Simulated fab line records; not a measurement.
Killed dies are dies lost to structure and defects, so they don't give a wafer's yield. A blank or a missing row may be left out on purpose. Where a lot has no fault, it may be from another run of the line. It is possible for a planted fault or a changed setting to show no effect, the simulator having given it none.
fab line records	flow n5_finfet
record lots=24	wafers=72	last_day=18
route steps=1938 shown BEOL_M1@803 BEOL_M2@856
lots untouched by any fault: they come from a run of this same line in which no faults occurred
start_h: hours from the record's first day to the start of the lot's first wafer shown	wait_h: time in hours since the lot's previous step	" repeats the value in the row above	L1.1+2: one row covering several wafers at once	- value missing, or start not given	* or withheld: withheld	< > ~ a bound
route shown NAME@n: names a module that has steps shown in the file, with the first one's number in the route	usual: average and standard deviation across the fault-free wafers	same: alike in all rows	chamber/n: place in a boat	sites: the reading at each site	_std_site: standard deviation across them	_edge_site: outer sites' mean less inner sites'	radius_mm: how far each site lies from the wafer's centre	mask NAME#n: copy n	behind: the tool/chamber that last shaped the wafer	hold: cause of the lot's hold/its duration in hours/its outcome	device: which transistor (n, p or np) failed to switch	end of line: at the end of the route, the tests of the same wafers	a step given without rows: its recipe and nothing more	killed: dies that structure and defects cost at the first sort, which is not the same as the wafer's yield	map: a wafer's dies, x killed, . not, _ none there
set.NAME: the setting that was run; set.NAME@STEP: the one run at that earlier step	model.NAME: the simulator's own value behind a step, which no gauge read
a sample of lots followed through the steps of the route, with each step as a table and each wafer as a row
services: from which hour (start_h, from the record's first day; less than 0 if before it) a tool's chamber was out of use, for how many hours, and why
## steps
# step N5_BEOL_M1_OCD_MEAS_38
# usual trench_depth_nm=55.1/0.81
lot.wafer	tool	chamber	start_h	wait_h	trench_depth_nm
L074.2	ocd-01	-	128.42	-	55.1
L074.3	"	-	"	"	55.2
L074.4	"	-	"	"	55.1
L075.1	ocd-02	-	133.17	-	55.9
L075.2	"	-	"	"	55.2
L075.5	"	-	"	"	55.9
L076.2	ocd-01	-	141.63	-	56.1
L076.4	"	-	"	"	54.9
L076.5	"	-	"	"	56.6
L077.3	ocd-02	-	142.97	-	56.2
L077.5	"	-	"	"	55.9
L077.6	"	-	"	"	54.7
L078.1	ocd-01	-	151.56	-	54.3
L078.4	"	-	"	"	56.0
L078.5	"	-	"	"	54.1
L079.1	ocd-02	-	159.95	-	53.8
L079.3	"	-	"	"	55.5
L079.5	"	-	"	"	54.0
L080.2	ocd-02	-	162.85	-	55.4
L080.5	"	-	"	"	54.1
L080.6	"	-	"	"	54.2
L081.1	ocd-01	-	167.78	-	55.4
L081.2	"	-	"	"	54.7
L081.3	"	-	"	"	54.9
L084.1	ocd-01	-	182.44	-	55.6
L084.3	"	-	"	"	54.9
L084.6	"	-	"	"	55.9
L082.1	ocd-01	-	185.36	-	56.6
L082.3	"	-	"	"	56.1
L082.5	"	-	"	"	56.8
L083.2	ocd-01	-	189.12	-	53.9
L083.5	"	-	"	"	55.1
L083.6	"	-	"	"	53.9
L085.2	ocd-01	-	194.70	-	53.8
L085.5	"	-	"	"	54.9
L085.6	"	-	"	"	53.7
L086.3	ocd-01	-	201.77	-	54.9
L086.4	"	-	"	"	54.4
L086.5	"	-	"	"	54.8
L087.1	ocd-01	-	207.07	-	54.5
L087.4	"	-	"	"	54.2
L087.5	"	-	"	"	54.4
L088.2	ocd-01	-	211.74	-	54.4
L088.3	"	-	"	"	55.9
L088.5	"	-	"	"	56.0
L089.1	ocd-02	-	215.12	-	53.9
L089.2	"	-	"	"	54.4
L089.4	"	-	"	"	54.2
L090.1	ocd-01	-	226.27	-	55.5
L090.2	"	-	"	"	55.1
L090.3	"	-	"	"	54.7
L091.3	ocd-01	-	230.85	-	56.1
L091.4	"	-	"	"	54.2
L091.6	"	-	"	"	55.3
L092.4	ocd-02	-	238.05	-	55.0
L092.5	"	-	"	"	55.8
L092.6	"	-	"	"	56.2
L093.1	ocd-02	-	241.05	-	54.7
L093.4	"	-	"	"	55.9
L093.6	"	-	"	"	57.0
L094.1	ocd-02	-	245.71	-	55.5
L094.2	"	-	"	"	55.5
L094.3	"	-	"	"	54.0
L095.1	ocd-02	-	252.89	-	55.3
L095.2	"	-	"	"	56.6
L095.3	"	-	"	"	54.5
L096.1	ocd-01	-	256.08	-	55.5
L096.3	"	-	"	"	56.1
L096.4	"	-	"	"	56.7
L097.1	ocd-01	-	274.14	-	55.7
L097.3	"	-	"	"	53.9
L097.6	"	-	"	"	54.8
# step N5_BEOL_M1_ANNEAL_49
# recipe temp_c=400	time_s=240	ambient=vacuum
# usual heater_power_w=752/95
lot.wafer	tool	chamber	start_h	wait_h	heater_power_w
L074.2	pvd_sputter-02	-	130.68	0.0	750
L074.3	"	-	"	"	766
L074.4	"	-	"	"	837
L075.1	pvd_sputter-02	-	134.72	0.0	817
L075.2	"	-	"	"	859
L075.5	"	-	"	"	746
L076.2	pvd_sputter-03	-	143.09	0.0	816
L076.4	"	-	"	"	708
L076.5	"	-	"	"	816
L077.3	pvd_sputter-03	-	145.55	0.0	724
L077.5	"	-	"	"	657
L077.6	"	-	"	"	758
L078.1	pvd_sputter-03	-	154.91	0.0	699
L078.4	"	-	"	"	654
L078.5	"	-	"	"	787
L079.1	pvd_sputter-01	-	161.44	0.0	786
L079.3	"	-	"	"	623
L079.5	"	-	"	"	916
L080.2	pvd_sputter-01	-	164.10	0.0	788
L080.5	"	-	"	"	925
L080.6	"	-	"	"	803
L081.1	pvd_sputter-01	-	169.20	0.0	636
L081.2	"	-	"	"	772
L081.3	"	-	"	"	635
L084.1	pvd_sputter-03	-	183.93	0.0	723
L084.3	"	-	"	"	807
L084.6	"	-	"	"	715
L082.1	pvd_sputter-02	-	186.74	0.0	848
L082.3	"	-	"	"	779
L082.5	"	-	"	"	827
L083.2	pvd_sputter-03	-	190.31	0.0	793
L083.5	"	-	"	"	716
L083.6	"	-	"	"	643
L085.2	pvd_sputter-01	-	196.19	0.0	785
L085.5	"	-	"	"	644
L085.6	"	-	"	"	640
L086.3	pvd_sputter-01	-	205.12	0.0	781
L086.4	"	-	"	"	649
L086.5	"	-	"	"	617
L087.1	pvd_sputter-01	-	208.10	0.0	915
L087.4	"	-	"	"	624
L087.5	"	-	"	"	919
L088.2	pvd_sputter-01	-	212.98	0.0	650
L088.3	"	-	"	"	625
L088.5	"	-	"	"	923
L089.1	pvd_sputter-01	-	216.92	0.0	779
L089.2	"	-	"	"	663
L089.4	"	-	"	"	627
L090.1	pvd_sputter-02	-	227.49	0.0	840
L090.2	"	-	"	"	742
L090.3	"	-	"	"	787
L091.3	pvd_sputter-03	-	232.80	0.0	634
L091.4	"	-	"	"	749
L091.6	"	-	"	"	715
L092.4	pvd_sputter-01	-	239.39	0.0	650
L092.5	"	-	"	"	650
L092.6	"	-	"	"	632
L093.1	pvd_sputter-01	-	242.59	0.0	789
L093.4	"	-	"	"	622
L093.6	"	-	"	"	648
L094.1	pvd_sputter-01	-	247.21	0.0	778
L094.2	"	-	"	"	647
L094.3	"	-	"	"	599
L095.1	pvd_sputter-01	-	254.17	0.0	649
L095.2	"	-	"	"	637
L095.3	"	-	"	"	927
L096.1	pvd_sputter-03	-	257.28	0.0	741
L096.3	"	-	"	"	785
L096.4	"	-	"	"	691
L097.1	pvd_sputter-02	-	275.45	0.0	745
L097.3	"	-	"	"	793
L097.6	"	-	"	"	770
# step N5_BEOL_M1_ANNEAL_51
# recipe temp_c=225	time_s=90	ambient=N2
# usual wafer_temp_C_max=225.62/0.26
lot.wafer	tool	chamber	start_h	wait_h	wafer_temp_C_max
L074.2	rtp_anneal-02	0	132.60	0.1	225.50
L074.3	"	0	"	"	225.73
L074.4	"	0	"	"	225.69
L075.1	rtp_anneal-02	0	136.60	0.1	225.54
L075.2	"	0	"	"	225.51
L075.5	"	0	"	"	225.52
L076.2	rtp_anneal-02	0	145.01	0.1	225.54
L076.4	"	0	"	"	225.60
L076.5	"	0	"	"	225.58
L077.3	rtp_anneal-02	0	147.54	0.2	226.08
L077.5	"	0	"	"	225.81
L077.6	"	0	"	"	225.76
L078.1	rtp_anneal-01	0	156.79	0.1	225.32
L078.4	"	0	"	"	225.74
L078.5	"	0	"	"	225.59
L079.1	rtp_anneal-02	0	163.32	0.1	226.02
L079.3	"	0	"	"	226.11
L079.5	"	0	"	"	225.64
L080.2	rtp_anneal-02	0	166.02	0.1	225.57
L080.5	"	0	"	"	226.02
L080.6	"	0	"	"	225.56
L081.1	rtp_anneal-02	0	171.09	0.1	225.73
L081.2	"	0	"	"	225.96
L081.3	"	0	"	"	225.68
L084.1	rtp_anneal-02	0	185.81	0.1	225.81
L084.3	"	0	"	"	226.32
L084.6	"	0	"	"	225.81
L082.1	rtp_anneal-02	0	188.61	0.1	225.62
L082.3	"	0	"	"	225.84
L082.5	"	0	"	"	225.93
L083.2	rtp_anneal-02	0	192.24	0.1	225.79
L083.5	"	0	"	"	226.00
L083.6	"	0	"	"	226.02
L085.2	rtp_anneal-01	0	198.11	0.1	225.33
L085.5	"	0	"	"	225.42
L085.6	"	0	"	"	225.08
L086.3	rtp_anneal-02	0	207.08	0.1	226.23
L086.4	"	0	"	"	226.12
L086.5	"	0	"	"	226.05
L087.1	rtp_anneal-01	0	210.06	0.1	225.48
L087.4	"	0	"	"	225.43
L087.5	"	0	"	"	225.50
L088.2	rtp_anneal-01	0	214.90	0.1	225.23
L088.3	"	0	"	"	225.57
L088.5	"	0	"	"	225.65
L089.1	rtp_anneal-01	0	218.80	0.1	225.28
L089.2	"	0	"	"	225.36
L089.4	"	0	"	"	225.44
L090.1	rtp_anneal-01	0	229.50	0.2	225.49
L090.2	"	0	"	"	225.55
L090.3	"	0	"	"	225.61
L091.3	rtp_anneal-01	0	234.80	0.2	225.33
L091.4	"	0	"	"	225.47
L091.6	"	0	"	"	225.10
L092.4	rtp_anneal-01	0	241.40	0.2	225.25
L092.5	"	0	"	"	225.13
L092.6	"	0	"	"	225.68
L093.1	rtp_anneal-01	0	244.46	0.1	225.72
L093.4	"	0	"	"	225.42
L093.6	"	0	"	"	225.47
L094.1	rtp_anneal-01	0	249.11	0.1	225.61
L094.2	"	0	"	"	225.29
L094.3	"	0	"	"	225.14
L095.1	rtp_anneal-01	0	256.04	0.1	225.64
L095.2	"	0	"	"	225.47
L095.3	"	0	"	"	225.55
L096.1	rtp_anneal-02	0	259.16	0.1	225.64
L096.3	"	0	"	"	225.70
L096.4	"	0	"	"	225.32
L097.1	rtp_anneal-02	0	277.32	0.1	225.56
L097.3	"	0	"	"	225.42
L097.6	"	0	"	"	225.64
# step N5_BEOL_M2_INSPECT_13
# recipe mode=adi	inspect_instrument=brightfield
# usual raw_defect_count=426/98
lot.wafer	tool	chamber	start_h	wait_h	raw_defect_count
L074.2	defect_inspect-02	-	135.05	0.0	390
L074.3	"	-	"	"	388
L074.4	"	-	"	"	305
L075.1	defect_inspect-02	-	138.66	0.1	467
L075.2	"	-	"	"	563
L075.5	"	-	"	"	386
L076.2	defect_inspect-02	-	147.15	0.0	569
L076.4	"	-	"	"	387
L076.5	"	-	"	"	464
L077.3	defect_inspect-01	-	150.23	0.0	395
L077.5	"	-	"	"	415
L077.6	"	-	"	"	389
L078.1	defect_inspect-02	-	160.36	0.1	254
L078.4	"	-	"	"	407
L078.5	"	-	"	"	333
L079.1	defect_inspect-02	-	167.88	0.1	341
L079.3	"	-	"	"	317
L079.5	"	-	"	"	412
L080.2	defect_inspect-02	-	168.51	0.0	418
L080.5	"	-	"	"	391
L080.6	"	-	"	"	302
L081.1	defect_inspect-01	-	173.78	0.1	437
L081.2	"	-	"	"	444
L081.3	"	-	"	"	683
L084.1	defect_inspect-01	-	189.20	0.1	509
L084.3	"	-	"	"	374
L084.6	"	-	"	"	566
L082.1	defect_inspect-02	-	190.82	0.1	301
L082.3	"	-	"	"	385
L082.5	"	-	"	"	415
L083.2	defect_inspect-01	-	193.77	0.0	379
L083.5	"	-	"	"	385
L083.6	"	-	"	"	541
L085.2	defect_inspect-02	-	199.84	0.1	472
L085.5	"	-	"	"	400
L085.6	"	-	"	"	335
L086.3	defect_inspect-01	-	208.70	0.0	260
L086.4	"	-	"	"	301
L086.5	"	-	"	"	270
L087.1	defect_inspect-01	-	212.39	0.1	510
L087.4	"	-	"	"	525
L087.5	"	-	"	"	456
L088.2	defect_inspect-02	-	218.49	0.0	439
L088.3	"	-	"	"	368
L088.5	"	-	"	"	299
L089.1	defect_inspect-01	-	223.04	0.1	421
L089.2	"	-	"	"	533
L089.4	"	-	"	"	516
L090.1	defect_inspect-01	-	232.52	0.1	381
L090.2	"	-	"	"	366
L090.3	"	-	"	"	338
L091.3	defect_inspect-02	-	238.45	0.0	571
L091.4	"	-	"	"	632
L091.6	"	-	"	"	540
L092.4	defect_inspect-01	-	243.10	0.0	376
L092.5	"	-	"	"	355
L092.6	"	-	"	"	300
L093.1	defect_inspect-02	-	246.79	0.1	413
L093.4	"	-	"	"	446
L093.6	"	-	"	"	387
L094.1	defect_inspect-01	-	252.29	0.1	406
L094.2	"	-	"	"	417
L094.3	"	-	"	"	427
L095.1	defect_inspect-02	-	257.73	0.1	682
L095.2	"	-	"	"	531
L095.3	"	-	"	"	479
L096.1	defect_inspect-02	-	260.92	0.1	554
L096.3	"	-	"	"	538
L096.4	"	-	"	"	597
L097.1	defect_inspect-02	-	279.77	0.1	536
L097.3	"	-	"	"	422
L097.6	"	-	"	"	428
# step N5_BEOL_M2_STRIP_19
# recipe chemistry=O2	power_w=400	temp_c=40	pressure_mtorr=30	rf_frequency_hz=6e+07	bias_power_w=0	overash_fraction=0.2	o2_flow_sccm=225
# usual chamber_pressure_mTorr=29.998/0.028	drypump_motor_current_A=5.7/0.44	oes_product_au=0.79/0.077	rf_vpp_V=3.6/0.5	showerhead_plenum_p_Torr=2.12/0.083	temp_c=40.00/0.12	throttle_valve_pct=16.66/0.25
# same overash_fraction=0.2
lot.wafer	tool	chamber	start_h	wait_h	chamber_pressure_mTorr	drypump_motor_current_A	oes_product_au	rf_hours_counter_h	rf_vpp_V	showerhead_plenum_p_Torr	temp_c	throttle_valve_pct
L074.2	rie_diel-02	1	135.59	0.2	29.976	6.5	0.71	205	2.5	2.16	40.22	16.77
L074.3	"	0	"	"	29.970	5.5	0.69	238	4.0	1.98	40.09	16.67
L074.4	"	2	"	"	29.999	6.1	0.81	93	4.0	2.21	40.03	16.50
L075.1	rie_diel-02	2	139.06	0.1	29.997	6.1	0.80	94	5.2	2.21	40.21	16.53
L075.2	"	1	"	"	29.937	6.5	0.72	207	3.3	2.16	39.98	16.78
L075.5	"	3	"	"	29.982	5.9	0.76	-	4.0	2.02	40.01	16.46
L076.2	rie_diel-01	0	147.63	0.1	30.026	5.7	0.74	165	3.7	2.00	40.15	16.84
L076.4	"	2	"	"	30.018	5.0	0.70	227	3.8	2.16	40.13	17.03
L076.5	"	3	"	"	30.021	6.2	0.78	-	3.1	2.20	39.89	16.64
L077.3	rie_diel-06	2	150.63	0.1	30.020	5.5	0.75	167	3.3	2.18	40.07	17.02
L077.5	"	2	"	"	29.951	5.4	0.75	-	3.7	2.18	40.10	17.04
L077.6	"	3	"	"	30.022	6.4	0.78	-	4.0	2.10	40.31	16.86
L078.1	rie_diel-01	2	160.75	0.1	29.992	5.0	0.70	231	3.3	2.15	39.94	17.05
L078.4	"	3	"	"	30.016	6.2	0.78	121	4.2	2.20	40.14	16.65
L078.5	"	3	"	"	29.987	6.2	0.78	-	3.5	2.20	40.10	16.66
L079.1	rie_diel-06	3	168.39	0.2	29.971	6.4	0.77	129	3.9	2.10	39.76	16.86
L079.3	"	0	"	"	29.977	5.7	0.92	19	3.8	2.05	39.97	16.41
L079.5	"	0	"	"	29.996	5.7	0.92	-	4.3	2.05	40.00	16.44
L080.2	rie_diel-06	0	168.97	0.1	29.952	5.7	0.93	20	3.4	2.05	40.15	16.43
L080.5	"	1	"	"	30.009	5.0	0.94	-	4.5	2.04	40.05	16.38
L080.6	"	2	"	"	30.021	5.4	0.75	-	4.0	2.18	39.91	17.04
L081.1	rie_diel-06	2	174.17	0.1	30.015	5.4	0.74	173	4.0	2.18	39.82	17.04
L081.2	"	1	"	"	30.002	5.0	0.92	15	3.4	2.04	39.90	16.39
L081.3	"	3	"	"	29.999	6.4	0.77	131	3.5	2.10	40.23	16.87
L084.1	rie_diel-06	3	189.76	0.1	29.999	6.4	0.77	135	3.9	2.09	39.95	16.89
L084.3	"	0	"	"	29.989	5.7	0.92	25	3.5	2.05	39.79	16.43
L084.6	"	3	"	"	30.019	6.4	0.77	-	3.8	2.09	39.95	16.88
L082.1	rie_diel-01	1	191.22	0.1	29.964	5.6	0.84	58	3.6	2.21	40.12	16.40
L082.3	"	0	"	"	29.987	5.7	0.73	184	2.7	1.99	40.20	16.89
L082.5	"	3	"	"	29.969	6.2	0.77	-	3.1	2.19	40.05	16.70
L083.2	rie_diel-02	0	194.17	0.1	29.989	5.5	0.98	4	3.9	2.23	39.88	16.25
L083.5	"	1	"	"	30.056	6.5	0.70	-	4.2	2.16	40.07	16.80
L083.6	"	2	"	"	29.953	6.1	0.77	-	3.4	2.20	40.04	16.57
L085.2	rie_diel-06	0	200.29	0.1	29.979	5.8	0.90	29	4.1	2.05	39.91	16.44
L085.5	"	1	"	"	30.001	5.0	0.89	-	3.9	2.04	40.00	16.40
L085.6	"	2	"	"	29.993	5.4	0.73	-	4.5	2.17	40.11	17.06
L086.3	rie_diel-01	3	209.25	0.1	30.034	6.2	0.77	142	4.0	2.19	39.98	16.68
L086.4	"	2	"	"	30.052	5.1	0.69	242	4.1	2.15	39.92	17.07
L086.5	"	2	"	"	29.994	5.1	0.69	-	4.1	2.15	39.97	17.07
L087.1	rie_diel-01	1	213.19	0.3	30.031	5.6	0.83	68	3.1	2.20	39.99	16.41
L087.4	"	0	"	"	30.015	5.6	0.72	193	3.1	1.99	40.18	16.87
L087.5	"	2	"	"	30.064	5.0	0.69	-	3.9	2.15	40.16	17.05
L088.2	rie_diel-06	2	218.95	0.1	30.060	5.4	0.73	188	3.4	2.17	39.95	17.05
L088.3	"	1	"	"	30.019	5.0	0.88	29	2.9	2.04	40.03	16.41
L088.5	"	3	"	"	30.007	6.4	0.75	-	3.4	2.09	40.15	16.91
L089.1	rie_diel-01	0	223.49	0.1	30.017	5.6	0.72	197	4.6	1.99	39.96	16.89
L089.2	"	1	"	"	30.015	5.6	0.82	71	3.2	2.20	40.02	16.41
L089.4	"	3	"	"	30.013	6.2	0.76	147	3.9	2.19	39.89	16.71
L090.1	rie_diel-01	3	232.97	0.1	29.957	6.2	0.76	151	3.4	2.19	39.87	16.71
L090.2	"	1	"	"	30.014	5.6	0.82	74	4.2	2.20	40.12	16.42
L090.3	"	0	"	"	30.024	5.7	0.71	201	3.7	1.99	39.85	16.91
L091.3	rie_diel-01	1	239.02	0.1	29.950	5.6	0.82	77	2.9	2.20	40.05	16.44
L091.4	"	3	"	"	29.963	6.2	0.75	-	3.3	2.18	39.92	16.71
L091.6	"	0	"	"	30.073	5.6	0.71	-	4.0	1.99	40.09	16.91
L092.4	rie_diel-06	2	244.86	0.1	29.938	5.4	0.71	196	4.6	2.17	40.11	17.09
L092.5	"	0	"	"	30.031	5.7	0.88	-	4.6	2.05	40.23	16.46
L092.6	"	3	"	"	29.967	6.4	0.76	-	4.4	2.09	40.27	16.91
L093.1	rie_diel-01	0	247.59	0.1	29.958	5.6	0.71	209	3.7	1.99	40.01	16.92
L093.4	"	1	"	"	29.987	5.6	0.82	-	3.4	2.20	39.92	16.43
L093.6	"	0	"	"	29.981	5.6	0.70	-	3.0	1.99	40.01	16.92
L094.1	rie_diel-01	0	255.08	0.1	29.987	5.6	0.70	214	4.2	1.98	40.14	16.92
L094.2	"	1	"	"	29.999	5.6	0.81	88	3.4	2.19	40.02	16.45
L094.3	"	1	"	"	29.984	5.6	0.80	-	2.9	2.19	40.10	16.45
L095.1	rie_diel-02	3	258.33	0.1	30.010	5.9	0.73	158	3.4	2.01	40.16	16.56
L095.2	"	2	"	"	29.959	6.1	0.77	135	3.4	2.20	39.84	16.60
L095.3	"	0	"	"	30.033	5.5	0.93	21	3.8	2.23	39.86	16.28
L096.1	rie_diel-02	1	261.44	0.1	29.963	6.5	0.69	244	3.2	2.15	40.09	16.83
L096.3	"	0	"	"	30.028	5.5	0.91	22	3.2	2.23	39.84	16.28
L096.4	"	3	"	"	29.988	5.9	0.74	160	3.4	2.01	39.94	16.53
L097.1	rie_diel-02	0	280.17	0.1	29.940	5.5	0.90	29	3.5	2.22	39.91	16.29
L097.3	"	2	"	"	29.990	6.1	0.75	143	3.2	2.19	39.85	16.63
L097.6	"	2	"	"	30.027	6.1	0.75	-	3.8	2.19	39.96	16.63
# step N5_BEOL_M2_SURFACE_TREAT_85
# recipe gas=Ar	time_s=*	ion_energy_ev=*	ion_current_ma_cm2=0.5	pressure_mtorr=*	ar_flow_sccm=30
# usual throttle_valve_pct=*
lot.wafer	tool	chamber	start_h	wait_h	throttle_valve_pct
L074.2	pvd_sputter-01	-	138.23	0.2	*
L074.3	"	-	"	"	*
L074.4	"	-	"	"	*
L075.1	pvd_sputter-01	-	143.52	0.4	*
L075.2	"	-	"	"	*
L075.5	"	-	"	"	*
L076.2	pvd_sputter-03	-	157.93	0.2	*
L076.4	"	-	"	"	*
L076.5	"	-	"	"	*
L077.3	pvd_sputter-03	-	160.57	0.2	*
L077.5	"	-	"	"	*
L077.6	"	-	"	"	*
L078.1	pvd_sputter-01	-	163.98	0.2	*
L078.4	"	-	"	"	*
L078.5	"	-	"	"	*
L079.1	pvd_sputter-01	-	180.14	0.1	*
L079.3	"	-	"	"	*
L079.5	"	-	"	"	*
L080.2	pvd_sputter-03	-	180.31	0.2	*
L080.5	"	-	"	"	*
L080.6	"	-	"	"	*
L081.1	pvd_sputter-03	-	185.85	0.1	*
L081.2	"	-	"	"	*
L081.3	"	-	"	"	*
L084.1	pvd_sputter-01	-	192.82	0.1	*
L084.3	"	-	"	"	*
L084.6	"	-	"	"	*
L082.1	pvd_sputter-03	-	198.46	0.2	*
L082.3	"	-	"	"	*
L082.5	"	-	"	"	*
L083.2	pvd_sputter-02	-	199.42	0.2	*
L083.5	"	-	"	"	*
L083.6	"	-	"	"	*
L085.2	pvd_sputter-03	-	208.00	0.1	*
L085.5	"	-	"	"	*
L085.6	"	-	"	"	*
L086.3	pvd_sputter-02	-	214.71	1.7	*
L086.4	"	-	"	"	*
L086.5	"	-	"	"	*
L087.1	pvd_sputter-03	-	219.73	0.1	*
L087.4	"	-	"	"	*
L087.5	"	-	"	"	*
L088.2	pvd_sputter-03	-	230.00	0.2	*
L088.3	"	-	"	"	*
L088.5	"	-	"	"	*
L089.1	pvd_sputter-01	-	234.51	0.2	*
L089.2	"	-	"	"	*
L089.4	"	-	"	"	*
L090.1	pvd_sputter-01	-	235.09	0.2	*
L090.2	"	-	"	"	*
L090.3	"	-	"	"	*
L091.3	pvd_sputter-01	-	249.51	0.2	*
L091.4	"	-	"	"	*
L091.6	"	-	"	"	*
L092.4	pvd_sputter-03	-	254.37	0.2	*
L092.5	"	-	"	"	*
L092.6	"	-	"	"	*
L093.1	pvd_sputter-02	-	259.95	0.1	*
L093.4	"	-	"	"	*
L093.6	"	-	"	"	*
L094.1	pvd_sputter-02	-	263.37	0.3	*
L094.2	"	-	"	"	*
L094.3	"	-	"	"	*
L095.1	pvd_sputter-01	-	265.31	1.3	*
L095.2	"	-	"	"	*
L095.3	"	-	"	"	*
L096.1	pvd_sputter-02	-	278.43	0.4	*
L096.3	"	-	"	"	*
L096.4	"	-	"	"	*
L097.1	pvd_sputter-02	-	283.68	0.2	*
L097.3	"	-	"	"	*
L097.6	"	-	"	"	*
## services
tool	chamber	start_h	hours	kind
rie_diel-06	1	112.08	-	clean
rie_diel-06	1	112.08	-	consumable_replace:focus_ring
rie_diel-06	1	112.08	16.5	scheduled_down
rie_diel-06	1	112.08	16.5	vent_cycle
rie_diel-06	-	152.14	4.3	pm
rie_diel-02	-	161.27	0.4	repair
rie_diel-02	0	168.03	-	clean
rie_diel-02	0	168.03	-	consumable_replace:focus_ring
rie_diel-02	0	168.03	-	consumable_replace:showerhead
rie_diel-02	0	168.03	16.3	scheduled_down
rie_diel-02	0	168.03	16.3	vent_cycle
pvd_sputter-03	-	168.44	10.5	repair
rie_diel-01	2	185.30	17.7	repair
rie_diel-02	1	195.81	5.5	repair
rie_diel-02	3	198.03	6.0	repair
rie_diel-01	2	231.57	-	clean
rie_diel-01	2	231.57	-	consumable_replace:focus_ring
rie_diel-01	2	231.57	32.8	scheduled_down
rie_diel-01	2	231.57	32.8	vent_cycle
rie_diel-02	-	241.53	15.6	pm
rie_diel-06	1	266.28	23.2	repair
rie_diel-02	1	277.02	-	clean
rie_diel-02	1	277.02	-	consumable_replace:focus_ring
rie_diel-02	1	277.02	15.9	scheduled_down
## key
fault none
